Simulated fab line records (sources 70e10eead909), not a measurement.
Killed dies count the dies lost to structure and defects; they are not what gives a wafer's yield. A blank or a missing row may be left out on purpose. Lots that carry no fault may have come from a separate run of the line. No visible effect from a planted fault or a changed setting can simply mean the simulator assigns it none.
Chamber matching / flow nand harc / NHARC_A_CONTACT_DESCUM_13 on rie diel-08: 4 sister chambers
The step chemistry O2, time 3 s. 4 wafers are shown with their chamber, then 10 later ones without.

## WAFERS WITH THEIR CHAMBER
wafer=L088.3; chamber=0; drypump motor current A (A)=5.7
wafer=L088.6; chamber=3; drypump motor current A (A)=5.1
wafer=L095.1; chamber=1; drypump motor current A (A)=5.4
wafer=L095.4; chamber=2; drypump motor current A (A)=4.8

## WAFERS WITH NO CHAMBER GIVEN
wafer=L095.5; drypump motor current A (A)=4.8
wafer=L094.1; drypump motor current A (A)=5.4
wafer=L094.2; drypump motor current A (A)=5.1
wafer=L094.3; drypump motor current A (A)=5.7
wafer=L093.3; drypump motor current A (A)=5.4
wafer=L093.4; drypump motor current A (A)=4.9
wafer=L093.6; drypump motor current A (A)=5.7
wafer=L086.1; drypump motor current A (A)=5.7
wafer=L086.2; drypump motor current A (A)=4.9
wafer=L086.6; drypump motor current A (A)=5.4

## WHICH CHAMBER EACH WENT THROUGH
wafer=L095.5; from the rows above=2; in truth=2
wafer=L094.1; from the rows above=1; in truth=1
wafer=L094.2; from the rows above=3; in truth=3
wafer=L094.3; from the rows above=0; in truth=0
wafer=L093.3; from the rows above=1; in truth=1
wafer=L093.4; from the rows above=2; in truth=2
wafer=L093.6; from the rows above=0; in truth=0
wafer=L086.1; from the rows above=0; in truth=0
wafer=L086.2; from the rows above=2; in truth=2
wafer=L086.6; from the rows above=1; in truth=1
Correct placement for 10 of the 10. Can't be placed from these rows: 0. Wrongly placed: 0.
How it was worked out, from the rows above alone: a wafer's distance from a chamber is the root of the sum, over the readings, of the square of ((its reading less the chamber's mean) divided by the reading's scatter). The wafer belongs to the nearest chamber; if the next one is less than 2 further off, it can't be placed. Each chamber's mean is taken over the wafers shown for it. The scatter: root of mean squared gap, hidden wafer to nearest shown wafer, with one shown wafer a chamber.
